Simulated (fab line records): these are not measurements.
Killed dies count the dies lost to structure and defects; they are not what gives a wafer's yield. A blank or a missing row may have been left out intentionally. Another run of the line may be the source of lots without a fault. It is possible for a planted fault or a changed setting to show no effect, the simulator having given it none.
Comparing a struck lot with a sound one / flow n5Finfet / 16 out of 1938 route steps
Sound: wafers L340.1, L340.2, L340.5. Wafers struck: L353.1, L353.2, L353.4. The cause is given at the end.
Order at every step that has rows: each side's tool, ch and its chambers, its first start. Under that, the readings that differ: sound wafers / struck wafers / difference of the means / sigmas: that difference in standard deviations of wafers without a fault.
alike: readings whose means differ by less than 2 such deviations, and words and numbers that are the same on both sides. not compared: withheld readings, readings that some wafer has no value for, bounds like >300 that may hide the same value, and numbers for which the record gives no deviation and whose values overlap.
Wherever a step has rows on one side only, a row that says differs or no value, or a row with sigmas, the two part there. Non-overlapping numbers with no deviation appear without sigmas and do not part them. Lack of a reading on every wafer of one side parts them only where that side has two or more wafers.

first, 9 steps without rows for these wafers: N5_BEOL_M2_SOFTBAKE_23 (time 60 s); N5_BEOL_M2_EXPOSE_25 (exposes mask V1, defocus 5 nm); N5_BEOL_M2_PEB_26 (peb time 60 s); N5_BEOL_M2_DEVELOP_27 (develop time 30 s); N5_BEOL_M2_DESCUM_33 (chemistry O2, time 7 s); N5_BEOL_M2_ETCH_77 (etches underlayer in N2/H2, target depth 6.5 nm, time 5.2 s); N5_BEOL_M2_ETCH_69 (etches SiARC in CF4, target depth 15.6 nm, time 26 s); N5_BEOL_M2_ALD_98 (deposits SiO2, target thk 2.5 nm, pulse time 1 s, co reactant pulse time 1 s); N5_BEOL_M2_ETCHBACK_99 (etches SiO2 in CHF3, target depth 5 nm, time 10.4 s).
N5_BEOL_M2_ETCH_70: etches SOC in N2/H2, target depth 80 nm, overetch 24 nm, time 130 s.
  sound on rieDiel-05 ch 0,1,3, day 8 16:24; struck on rieDiel-02 ch 1,2,3, day 12 03:08
  no value came back on the struck wafers for any of 7 readings (biasW (W), chamberPressureMTorr (mTorr) and others); on the sound wafers biasW (W) reads 149.4 150.3 150.2
reading=model.CAR-EUV_of_BEOL_M2_COAT_22.thkNm (nm); sound=0 0 0; struck=10.4 10.4 10.4; difference=+10.4; sigmas=
reading=model.SiARC_of_BEOL_M2_COAT_68.thkNm (nm); sound=5.8 5.6 5.8; struck=12 12 12; difference=+6; sigmas=
reading=model.underlayer_of_BEOL_M2_COAT_76.thkNm (nm); sound=0 0 0; struck=5 5 5; difference=+5; sigmas=
  not compared: rfHoursCounterH
then, 2 steps without rows for these wafers: N5_BEOL_M2_STRIP_71 (strips in N2/H2); N5_BEOL_M2_STRIP_78 (strips in N2/H2).
N5_BEOL_M2_VIA_ETCH_34: etches the open film in C4F6/O2, target depth 69.4 nm, time 65.9 s.
  sound on rieDiel-05 ch 0,1,3, day 8 16:31; struck on rieDiel-02 ch 1,2,3, day 12 03:14
reading=oesProductAu (a.u.); sound=0.89 0.86 0.90; struck=0.32 0.29 0.31; difference=-0.58; sigmas=-6
  alike: C4F6_flow_sccm, O2_flow_sccm, drypumpMotorCurrentA, rfVppV, showerheadPlenumPTorr, throttleValvePct
  not compared: rfHoursCounterH
then, 1 step without rows for these wafers: N5_BEOL_M2_STRIP_83 (strips in C4F6/O2).
N5_BEOL_M4_RC_MEAS_101:
  the record has rows for the sound wafers here (prober-01 ch 0, day 9 18:42) and none for the struck ones
-- here the record skips 7 days between the struck wafers' starts before and after, leaving off in module BEOL_M4 and picking up in module PASSIVATION (first step shown: number 1936 of the route) --
N5_PASSIVATION_PROBE_49:
  struck on prober-02, day 18 15:52; sound on prober-01, day 14 18:55
reading=defectLimitedYield (%); sound=91.0 93.3 88.6; struck=0 0 0; difference=-91; sigmas=-54
reading=killed_at_M0_to_M3; sound=37 36 59; struck=1118 1115 1103; difference=+1068; sigmas=+97
reading=killedDies; sound=106 79 134; struck=1180 1180 1180; difference=+1074; sigmas=+54
reading=killedOnRim; sound=12 8 18; struck=152 152 152; difference=+139; sigmas=+32
reading=sort_bin_5_function (%); sound=4.9 4.2 5.9; struck=96.8 97.5 96.1; difference=+91.8; sigmas=+83
reading=sortNPass; sound=1074 1101 1046; struck=0 0 0; difference=-1074; sigmas=-54
reading=sortYieldPct (%); sound=91.0 93.3 88.6; struck=0 0 0; difference=-91; sigmas=-54
  alike: killed_at_M4_up, killedAtContacts, killedAtFrontEnd, killedAtOther, killedOpen, killedShort, sort_bin_6_memory

## WHERE THEY PART
Earliest at N5_BEOL_M2_ETCH_70; latest, in this record, at N5_PASSIVATION_PROBE_49.

WHY: whatever the simulator had introduced
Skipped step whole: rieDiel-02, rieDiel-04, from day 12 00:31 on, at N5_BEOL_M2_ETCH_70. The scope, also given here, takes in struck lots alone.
